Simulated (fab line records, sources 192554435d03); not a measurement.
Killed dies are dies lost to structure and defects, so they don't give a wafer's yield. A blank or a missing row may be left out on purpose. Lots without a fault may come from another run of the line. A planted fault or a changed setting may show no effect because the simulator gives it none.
fab line records | flow n5_finfet | part 1 of 2: steps 1 to 20 of 34
record lots=5 wafers=15 last_day=17
route steps=1938 shown SD_EPI_P@296
lots that met no fault: from a run of the same line without faults
start_h: hours from the record's first day to the start of the lot's first wafer shown | wait_h: hours since the lot's step before | " the same as in the row above | L1.1+2: a row that stands for several wafers | - no value, or no start given | * or withheld: withheld | < > ~ a bound
route shown NAME@n: a module of which the file shows steps, and the number in the route of the first | usual: mean/standard deviation of fault-free wafers | same: alike in all rows | chamber/n: place in a boat | sites: the reading at each site | _std_site: their standard deviation | _edge_site: outer sites' mean less inner sites' | radius_mm: how far each site lies from the wafer's centre | mask NAME#n: copy n | behind: the tool/chamber that last shaped the wafer | hold: why the lot was held/for how many hours/how that ended | device: the transistor (n, p or np) that didn't switch | end of line: the same wafers' tests at the end of the route | a step without rows: its recipe alone | killed: dies lost to structure and defects at the first sort, not the wafer's yield | map: a wafer's dies, x killed, . not, _ none there
set.NAME: the setting as run; set.NAME@STEP: as run at that earlier step | model.NAME: the simulator's own value behind a step, which no gauge read
lots at some steps of the route; a table a step, a row a wafer
services: from which hour (start_h, from the record's first day; less than 0 if before it) a tool's chamber was out of use, for how many hours, and why
## steps
# step N5_SD_EPI_P_COAT_35
# recipe resist=SiARC temp_c=220 time_s=60 spin_rpm=1500 resist_thk_nm=35
# usual spin_speed_rpm=1500.1/0.87
# columns lot.wafer tool chamber start_h wait_h spin_speed_rpm
L074.4 litho_track-05 0 - - 1500.1
L074.5 " 0 " " 1501.3
L074.6 " 0 " " 1500.8
L076.1 litho_track-02 0 - - 1500.1
L076.2 " 0 " " 1501.4
L076.6 " 0 " " 1499.9
L087.2 litho_track-05 0 - - 1502.4
L087.4 " 0 " " 1501.1
L087.5 " 0 " " 1501.1
L091.1 litho_track-04 0 - - 1499.2
L091.4 " 0 " " 1500.3
L091.6 " 0 " " 1501.4
L094.2 litho_track-04 0 - - 1500.8
L094.4 " 0 " " 1500.5
L094.6 " 0 " " 1499.5
# step N5_SD_EPI_P_COAT_03
# recipe resist=CAR-ArF-block spin_rpm=1500 resist_thk_nm=150
# usual spin_speed_rpm=1499.9/0.75
# columns lot.wafer tool chamber start_h wait_h spin_speed_rpm
L074.4 litho_track-05 0 - - 1499.6
L074.5 " 0 " " 1499.3
L074.6 " 0 " " 1500.4
L076.1 litho_track-02 0 - - 1500.2
L076.2 " 0 " " 1499.8
L076.6 " 0 " " 1499.7
L087.2 litho_track-05 0 - - 1501.5
L087.4 " 0 " " 1500.1
L087.5 " 0 " " 1500.3
L091.1 litho_track-04 0 - - 1500.3
L091.4 " 0 " " 1499.8
L091.6 " 0 " " 1500.6
L094.2 litho_track-04 0 - - 1500.0
L094.4 " 0 " " 1501.7
L094.6 " 0 " " 1500.1
# step N5_SD_EPI_P_EBR_05
# recipe solvent=PGMEA ebr_width_mm=1.5
# columns lot.wafer tool chamber start_h wait_h
L074.4+5+6 litho_track-05 0 - -
L076.1+2+6 litho_track-02 0 - -
L087.2+4+5 litho_track-05 0 - -
L091.1+4+6 litho_track-04 0 - -
L094.2+4+6 litho_track-04 0 - -
# step N5_SD_EPI_P_SOFTBAKE_04
# recipe temp_c=110 time_s=60 resist=CAR-ArF-block
# columns lot.wafer tool chamber start_h wait_h
L074.4+5+6 litho_track-05 0 - -
L076.1+2+6 litho_track-02 0 - -
L087.2+4+5 litho_track-05 0 - -
L091.1+4+6 litho_track-04 0 - -
L094.2+4+6 litho_track-04 0 - -
# step N5_SD_EPI_P_EXPOSE_06
# recipe mask_id=SD_P_BLK na=1.35 source_shape=conventional sigma_outer=0.8 polarization=unpolarized target_cd_nm=240 dose_mj=39.5
# usual reticle_temp_C=23.02/0.11
# columns lot.wafer tool chamber start_h wait_h mask reticle_temp_C
L074.4 arfi_scanner-02 0 53.46 - SD_P_BLK#0 23.12
L074.5 " 0 " " SD_P_BLK#0 23.29
L074.6 " 0 " " SD_P_BLK#0 23.20
L076.1 arfi_scanner-01 0 68.51 - SD_P_BLK#0 23.05
L076.2 " 0 " " SD_P_BLK#0 22.98
L076.6 " 0 " " SD_P_BLK#0 23.17
L087.2 arfi_scanner-02 0 133.56 - SD_P_BLK#0 23.14
L087.4 " 0 " " SD_P_BLK#0 23.06
L087.5 " 0 " " SD_P_BLK#0 23.16
L091.1 arfi_scanner-03 0 156.41 - SD_P_BLK#0 22.88
L091.4 " 0 " " SD_P_BLK#0 22.81
L091.6 " 0 " " SD_P_BLK#0 22.93
L094.2 arfi_scanner-01 0 175.35 - SD_P_BLK#0 22.93
L094.4 " 0 " " SD_P_BLK#0 22.99
L094.6 " 0 " " SD_P_BLK#0 22.88
# step N5_SD_EPI_P_PEB_07
# recipe peb_temp_c=110 peb_time_s=60 resist=CAR-ArF-block
# columns lot.wafer tool chamber start_h wait_h
L074.4+5+6 litho_track-05 0 53.50 0.0
L076.1+2+6 litho_track-05 0 68.57 0.1
L087.2+4+5 litho_track-04 0 133.61 0.0
L091.1+4+6 litho_track-02 0 156.46 0.1
L094.2+4+6 litho_track-04 0 175.40 0.0
# step N5_SD_EPI_P_DEVELOP_08
# recipe develop_time_s=30 developer=TMAH resist=CAR-ArF-block dev_temp_c=23 rinse_liquid=diw dry=air_spin
# columns lot.wafer tool chamber start_h wait_h
L074.4+5+6 litho_track-05 0 - -
L076.1+2+6 litho_track-05 0 - -
L087.2+4+5 litho_track-04 0 - -
L091.1+4+6 litho_track-02 0 - -
L094.2+4+6 litho_track-04 0 - -
# step N5_SD_EPI_P_CD_MEAS_09
# recipe target_cd_nm=240 landing_energy_ev=500 detector=se_inlens
# usual cd_nm=239.8/0.87
# columns lot.wafer tool chamber start_h wait_h cd_nm
L074.4 cd_sem-03 0 53.57 - 238.6
L074.5 " 0 " " 239.4
L074.6 " 0 " " 238.8
L076.1 cd_sem-02 0 68.64 - 239.9
L076.2 " 0 " " 239.5
L076.6 " 0 " " 239.6
L087.2 cd_sem-03 0 133.68 - 242.1
L087.4 " 0 " " 241.7
L087.5 " 0 " " 241.5
L091.1 cd_sem-01 0 156.53 - 238.9
L091.4 " 0 " " 239.1
L091.6 " 0 " " 239.0
L094.2 cd_sem-03 0 175.46 - 240.9
L094.4 " 0 " " 240.8
L094.6 " 0 " " 240.9
# step N5_SD_EPI_P_OVL_MEAS_10
# recipe points_per_wafer=44
# usual SD_P_BLK_OVL=0.1/0.76
# columns lot.wafer tool chamber start_h wait_h SD_P_BLK_OVL[nm]
L074.4 overlay-02 0 53.60 0.0 0.8
L074.5 " 0 " " -0.4
L074.6 " 0 " " 0.3
L076.1 overlay-02 0 68.67 0.0 0.0
L076.2 " 0 " " -0.7
L076.6 " 0 " " -0.4
L087.2 overlay-02 0 133.71 0.0 -0.9
L087.4 " 0 " " -0.4
L087.5 " 0 " " -0.7
L091.1 overlay-01 0 156.56 0.0 -0.6
L091.4 " 0 " " 0.8
L091.6 " 0 " " 0.0
L094.2 overlay-01 0 175.49 0.0 0.0
L094.4 " 0 " " -0.6
L094.6 " 0 " " -0.2
# step N5_SD_EPI_P_INSPECT_11
# recipe mode=adi inspect_instrument=macro
# usual raw_defect_count=2.2/1.6
# columns lot.wafer tool chamber start_h wait_h raw_defect_count
L074.4 defect_inspect-01 - 53.62 0.0 0
L074.5 " - " " 4
L074.6 " - " " 0
L076.1 defect_inspect-02 - 68.69 0.0 3
L076.2 " - " " 4
L076.6 " - " " 5
L087.2 defect_inspect-02 - 133.73 0.0 1
L087.4 " - " " 1
L087.5 " - " " 1
L091.1 defect_inspect-01 - 156.58 0.0 2
L091.4 " - " " 3
L091.6 " - " " 2
L094.2 defect_inspect-02 - 175.52 0.0 2
L094.4 " - " " 3
L094.6 " - " " 3
# step N5_SD_EPI_P_DESCUM_14
# recipe chemistry=O2 time_s=7.9 source_power_w=50 bias_power_w=20 pressure_mtorr=20 rf_frequency_hz=2.712e+07 temp_c=40 resist=CAR-ArF-block o2_flow_sccm=225
# usual drypump_motor_current_A=5.9/0.4 oes_product_au=0.74/0.055 rf_vpp_V=242.5/1.4 showerhead_plenum_p_Torr=2.06/0.075 throttle_valve_pct=20.50/0.25
# columns lot.wafer tool chamber start_h wait_h drypump_motor_current_A oes_product_au rf_hours_counter_h rf_vpp_V showerhead_plenum_p_Torr throttle_valve_pct
L074.4 rie_diel-01 3 53.65 0.0 5.6 0.74 155 243.1 2.19 20.66
L074.5 " 0 " " 6.2 0.74 - 240.5 2.00 20.52
L074.6 " 3 " " 5.6 0.74 - 244.9 2.19 20.64
L076.1 rie_diel-06 2 68.73 0.0 5.6 0.82 109 240.6 1.93 20.51
L076.2 " 1 " " 5.2 0.73 194 241.6 2.08 20.18
L076.6 " 2 " " 5.6 0.81 - 241.5 1.93 20.51
L087.2 rie_diel-05 0 133.77 0.0 6.4 0.70 233 240.8 1.97 20.95
L087.4 " 3 " " 6.2 0.68 196 242.6 2.17 20.63
L087.5 " 1 " " 6.0 0.74 - 242.5 2.08 20.19
L091.1 rie_diel-05 2 156.62 0.0 6.2 0.69 221 240.5 1.99 20.14
L091.4 " 3 " " 6.2 0.68 203 243.7 2.17 20.63
L091.6 " 2 " " 6.2 0.69 - 240.5 1.99 20.15
L094.2 rie_diel-01 1 175.55 0.0 6.1 0.72 212 242.5 2.06 20.64
L094.4 " 0 " " 6.2 0.71 209 242.1 1.99 20.58
L094.6 " 2 " " 5.2 0.91 - 242.6 2.06 20.37
# step N5_SD_EPI_P_ETCH_36
# recipe chemistry=CF4 target=SiARC target_depth_a=455 mask_material=CAR-ArF-block time_s=75.8 ion_energy_ev=80 pressure_mtorr=40 source_w=545 bias_w=36 Ar_flow_sccm=100 cf4_flow_sccm=100 ends=cleared
# usual drypump_motor_current_A=5.9/0.4 etch_rf_on_time_s=75.1/1.9 oes_product_au=0.64/0.049 rf_vpp_V=183.7/1.3 showerhead_plenum_p_Torr=2.11/0.071 throttle_valve_pct=15.71/0.22
# columns lot.wafer tool chamber start_h wait_h drypump_motor_current_A etch_rf_on_time_s oes_product_au rf_hours_counter_h rf_vpp_V showerhead_plenum_p_Torr throttle_valve_pct
L074.4 rie_diel-01 3 53.69 0.0 5.6 73.7 0.64 155 182.8 2.23 15.76
L074.5 " 0 " " 6.2 76.2 0.63 - 182.8 2.05 15.64
L074.6 " 3 " " 5.6 74.6 0.64 - 186.3 2.23 15.76
L076.1 rie_diel-06 2 68.76 0.0 5.6 72.6 0.72 109 182.3 1.99 15.69
L076.2 " 1 " " 5.2 75.6 0.63 194 183.0 2.13 15.50
L076.6 " 2 " " 5.6 72.4 0.72 - 182.5 1.99 15.68
L087.2 rie_diel-05 0 133.80 0.0 6.4 75.2 0.61 233 183.7 2.03 16.18
L087.4 " 3 " " 6.2 75.7 0.60 196 186.4 2.22 15.83
L087.5 " 1 " " 6.0 72.7 0.65 - 183.1 2.14 15.49
L091.1 rie_diel-05 2 156.65 0.0 6.2 75.0 0.60 221 184.0 2.04 15.47
L091.4 " 3 " " 6.2 76.0 0.60 203 186.1 2.21 15.86
L091.6 " 2 " " 6.2 75.2 0.60 - 182.4 2.04 15.47
L094.2 rie_diel-01 1 175.59 0.0 6.1 79.7 0.60 212 183.2 2.12 15.87
L094.4 " 0 " " 6.2 76.6 0.60 209 182.8 2.04 15.71
L094.6 " 2 " " 5.2 72.8 0.80 - 183.8 2.09 15.34
# step N5_SD_EPI_P_ETCH_37
# recipe chemistry=N2/H2 target=SOC overetch_a=1080 mask_material=SiARC temp_c=40 ion_energy_ev=100 source_w=3000 bias_w=133 pressure_mtorr=20 time_s=486 n2_flow_sccm=200 h2_flow_sccm=200 ends=end_point
# usual drypump_motor_current_A=5.9/0.4 oes_product_au=0.66/0.047 rf_vpp_V=240.2/1.4 showerhead_plenum_p_Torr=2.50/0.088 throttle_valve_pct=23.9/0.41
# columns lot.wafer tool chamber start_h wait_h drypump_motor_current_A oes_product_au rf_hours_counter_h rf_vpp_V showerhead_plenum_p_Torr throttle_valve_pct
L074.4 rie_diel-01 3 53.74 0.0 5.6 0.66 155 241.0 2.63 23.9
L074.5 " 0 " " 6.2 0.66 - 238.9 2.42 24.2
L074.6 " 3 " " 5.6 0.66 - 243.2 2.63 23.9
L076.1 rie_diel-06 2 68.82 0.0 5.7 0.73 109 237.0 2.36 23.9
L076.2 " 1 " " 5.2 0.66 194 240.0 2.51 23.4
L076.6 " 2 " " 5.7 0.73 - 237.7 2.36 23.9
L087.2 rie_diel-05 0 133.86 0.0 6.4 0.63 233 240.2 2.41 24.5
L087.4 " 3 " " 6.1 0.63 196 241.0 2.64 23.9
L087.5 " 1 " " 6.0 0.67 - 240.9 2.53 23.5
L091.1 rie_diel-05 2 156.71 0.0 6.2 0.62 221 238.1 2.39 23.1
L091.4 " 3 " " 6.2 0.63 203 241.3 2.64 23.9
L091.6 " 2 " " 6.2 0.62 - 239.9 2.39 23.1
L094.2 rie_diel-01 1 175.64 0.0 6.1 0.65 212 239.2 2.50 24.0
L094.4 " 0 " " 6.2 0.64 210 239.8 2.40 24.3
L094.6 " 2 " " 5.2 0.83 - 239.4 2.48 23.8
# step N5_SD_EPI_P_STRIP_38
# recipe chemistry=N2/H2 temp_c=40 n2_flow_sccm=200 h2_flow_sccm=200 rf_frequency_hz=6e+07
# columns lot.wafer tool chamber start_h wait_h
L074.4+5+6 rie_diel-01 3,0,3 54.06 0.2
L076.1+2+6 rie_diel-06 2,1,2 69.13 0.2
L087.2+4+5 rie_diel-05 0,3,1 134.17 0.2
L091.1+4+6 rie_diel-05 2,3,2 157.02 0.2
L094.2+4+6 rie_diel-01 1,0,2 175.96 0.2
# step N5_SD_EPI_P_ETCHBACK_46
# recipe chemistry=CH3F/O2 mode=anisotropic_etchback target=SiNx target_depth_a=175 stop_on=SiO2 over_etch_frac=0.3 ion_energy_ev=120 pressure_mtorr=30 source_w=395 bias_w=73 Ar_flow_sccm=150 CH3F_flow_sccm=30 O2_flow_sccm=20
# usual CH3F_flow_sccm=30.00/0.086 drypump_motor_current_A=5.9/0.4 oes_product_au=0.63/0.045 rf_vpp_V=297/4.5 showerhead_plenum_p_Torr=1.97/0.072 throttle_valve_pct=16.45/0.23
# columns lot.wafer tool chamber start_h wait_h CH3F_flow_sccm drypump_motor_current_A oes_product_au rf_hours_counter_h rf_vpp_V showerhead_plenum_p_Torr throttle_valve_pct
L074.4 rie_diel-01 3 54.07 0.0 30.10 5.6 0.64 155 296 2.10 16.58
L074.5 " 0 " " 30.00 6.2 0.64 - 298 1.91 16.41
L074.6 " 3 " " 30.05 5.6 0.63 - 295 2.10 16.57
L076.1 rie_diel-06 2 69.14 0.0 29.92 5.7 0.69 109 294 1.85 16.43
L076.2 " 1 " " 29.94 5.2 0.63 194 293 1.97 16.13
L076.6 " 2 " " 29.92 5.7 0.70 - 293 1.85 16.42
L087.2 rie_diel-05 0 134.18 0.0 30.08 6.4 0.60 233 292 1.88 16.87
L087.4 " 3 " " 30.05 6.2 0.60 196 306 2.08 16.58
L087.5 " 1 " " 30.08 6.0 0.64 - 295 2.00 16.20
L091.1 rie_diel-05 2 157.03 0.0 29.99 6.2 0.59 221 304 1.90 16.16
L091.4 " 3 " " 29.94 6.2 0.60 204 308 2.07 16.59
L091.6 " 2 " " 30.15 6.2 0.60 - 303 1.90 16.18
L094.2 rie_diel-01 1 175.97 0.0 30.05 6.1 0.62 212 296 1.98 16.61
L094.4 " 0 " " 29.90 6.2 0.61 210 298 1.90 16.49
L094.6 " 2 " " 30.00 5.2 0.79 - 300 1.96 16.15
# step N5_SD_EPI_P_ETCH_47
# recipe chemistry=CH3F/O2 target=SiOCN target_depth_a=250 mask_material=SOC ion_energy_ev=60 bias_w=29 pressure_mtorr=30 source_w=410 Ar_flow_sccm=150 CH3F_flow_sccm=30 O2_flow_sccm=20
# usual CH3F_flow_sccm=30.00/0.093 drypump_motor_current_A=5.9/0.4 oes_product_au=0.74/0.056 rf_vpp_V=127.6/2 showerhead_plenum_p_Torr=1.97/0.072 throttle_valve_pct=16.43/0.23
# columns lot.wafer tool chamber start_h wait_h CH3F_flow_sccm drypump_motor_current_A oes_product_au rf_hours_counter_h rf_vpp_V showerhead_plenum_p_Torr throttle_valve_pct
L074.4 rie_diel-01 3 54.17 0.1 30.09 5.6 0.74 155 127.1 2.10 16.54
L074.5 " 0 " " 30.01 6.2 0.74 - 127.7 1.91 16.39
L074.6 " 3 " " 30.10 5.6 0.74 - 127.7 2.10 16.53
L076.1 rie_diel-06 2 69.24 0.1 29.91 5.6 0.82 109 126.1 1.85 16.39
L076.2 " 1 " " 29.98 5.2 0.73 194 126.8 1.97 16.12
L076.6 " 2 " " 29.92 5.6 0.83 - 125.7 1.85 16.41
L087.2 rie_diel-05 0 134.28 0.1 30.01 6.4 0.70 233 124.5 1.88 16.87
L087.4 " 3 " " 30.12 6.1 0.71 196 133.0 2.08 16.55
L087.5 " 1 " " 29.85 6.0 0.75 - 124.6 2.00 16.18
L091.1 rie_diel-05 2 157.13 0.1 30.16 6.2 0.70 221 129.2 1.90 16.15
L091.4 " 3 " " 29.92 6.1 0.70 204 130.9 2.07 16.56
L091.6 " 2 " " 30.05 6.2 0.70 - 130.0 1.90 16.15
L094.2 rie_diel-01 1 176.07 0.1 30.05 6.1 0.70 212 127.3 1.98 16.57
L094.4 " 0 " " 30.05 6.2 0.71 210 128.7 1.90 16.46
L094.6 " 2 " " 29.93 5.3 0.93 - 130.0 1.96 16.12
# step N5_SD_EPI_P_ETCH_16
# recipe chemistry=CHF3/O2 target=SiO2 target_depth_a=50 mask_material=SOC pressure_mtorr=30 source_w=650 bias_w=170 Ar_flow_sccm=200 CHF3_flow_sccm=50 O2_flow_sccm=5 ion_energy_ev=200
# usual drypump_motor_current_A=5.9/0.39 oes_product_au=0.74/0.055 rf_vpp_V=524/7.7 showerhead_plenum_p_Torr=2.37/0.083 throttle_valve_pct=18.99/0.24
# columns lot.wafer tool chamber start_h wait_h drypump_motor_current_A oes_product_au rf_hours_counter_h rf_vpp_V showerhead_plenum_p_Torr throttle_valve_pct
L074.4 rie_diel-01 3 54.27 0.1 5.6 0.75 155 521 2.52 19.12
L074.5 " 0 " " 6.2 0.74 - 524 2.31 18.99
L074.6 " 3 " " 5.6 0.75 - 521 2.52 19.12
L076.1 rie_diel-06 2 69.34 0.1 5.6 0.83 109 515 2.24 18.99
L076.2 " 1 " " 5.2 0.73 194 519 2.38 18.66
L076.6 " 2 " " 5.6 0.83 - 517 2.24 18.99
L087.2 rie_diel-05 0 134.38 0.1 6.4 0.72 233 515 2.28 19.42
L087.4 " 3 " " 6.2 0.71 196 540 2.49 19.10
L087.5 " 1 " " 6.0 0.76 - 517 2.41 18.74
L091.1 rie_diel-05 2 157.23 0.1 6.2 0.70 221 535 2.29 18.66
L091.4 " 3 " " 6.2 0.70 204 539 2.49 19.10
L091.6 " 2 " " 6.2 0.70 - 534 2.29 18.66
L094.2 rie_diel-01 1 176.17 0.1 6.1 0.69 212 524 2.38 19.15
L094.4 " 0 " " 6.2 0.72 210 524 2.30 19.05
L094.6 " 2 " " 5.2 0.94 - 528 2.36 18.75
# step N5_SD_EPI_P_STRIP_50
# recipe chemistry=CHF3/O2 resist=SiARC rf_frequency_hz=6e+07
# columns lot.wafer tool chamber start_h wait_h
L074.4+5+6 rie_diel-01 3,0,3 54.31 0.0
L076.1+2+6 rie_diel-06 2,1,2 69.38 0.0
L087.2+4+5 rie_diel-05 0,3,1 134.42 0.0
L091.1+4+6 rie_diel-05 2,3,2 157.27 0.0
L094.2+4+6 rie_diel-01 1,0,2 176.21 0.0
# step N5_SD_EPI_P_SD_RECESS_17
# recipe chemistry=HBr/Cl2/O2 target_depth_a=391 bt_time_s=3 pressure_mtorr=10 icp_w=800 bias_w=112 HBr_flow_sccm=150 Cl2_flow_sccm=80 O2_flow_sccm=12
# usual HBr_flow_sccm=150.0/0.42 drypump_motor_current_A=5.6/0.38 mfc_cl2_sccm=80.02/0.24 oes_product_au=1.003/0.016 throttle_valve_pct=36.9/0.34
# columns lot.wafer tool chamber start_h wait_h HBr_flow_sccm drypump_motor_current_A mfc_cl2_sccm oes_product_au rf_hours_counter_h throttle_valve_pct
L074.4 rie_si-03 1 54.34 0.0 149.6 5.8 79.53 1.001 141 37.0
L074.5 " 0 " " 150.2 6.0 79.76 0.971 - 36.7
L074.6 " 1 " " 150.3 5.8 80.04 1.007 - 36.9
L076.1 rie_si-05 1 69.41 0.0 149.2 5.1 80.40 1.001 27 37.6
L076.2 " 3 " " 149.4 5.5 80.34 0.994 183 37.3
L076.6 " 2 " " 149.2 5.4 80.28 0.990 - 36.5
L087.2 rie_si-01 2 134.45 0.0 149.6 5.3 79.49 1.000 186 36.3
L087.4 " 3 " " 150.3 4.9 80.16 1.010 59 37.3
L087.5 " 2 " " 149.8 5.3 80.08 0.995 - 36.3
L091.1 rie_si-05 2 157.31 0.0 150.1 5.3 80.61 0.980 53 36.5
L091.4 " 1 " " 149.5 5.1 79.49 1.006 28 37.6
L091.6 " 3 " " 150.5 5.5 80.10 0.992 - 37.3
L094.2 rie_si-03 3 176.24 0.0 150.3 6.0 80.31 1.016 62 37.0
L094.4 " 1 " " 150.9 5.8 80.17 1.013 143 36.9
L094.6 " 0 " " 150.2 6.0 80.37 0.971 - 36.7
# step N5_SD_EPI_P_WET_ETCH_45
# recipe chemistry=dHF dilution=withheld time_s=10.7 target=SiO2 target_depth_a=20 temp_c=25 dry=ipa_marangoni rinse_time_s=30 rinse_temp_c=23
# columns lot.wafer tool chamber start_h wait_h
L074.4+5+6 wet_bench-04 4,5,1 54.43 0.1
L076.1+2+6 wet_bench-01 3,6,1 69.51 0.1
L087.2+4+5 wet_bench-02 6,7,3 134.55 0.1
L091.1+4+6 wet_bench-02 1,7,5 157.40 0.1
L094.2+4+6 wet_bench-01 3,6,1 176.33 0.1
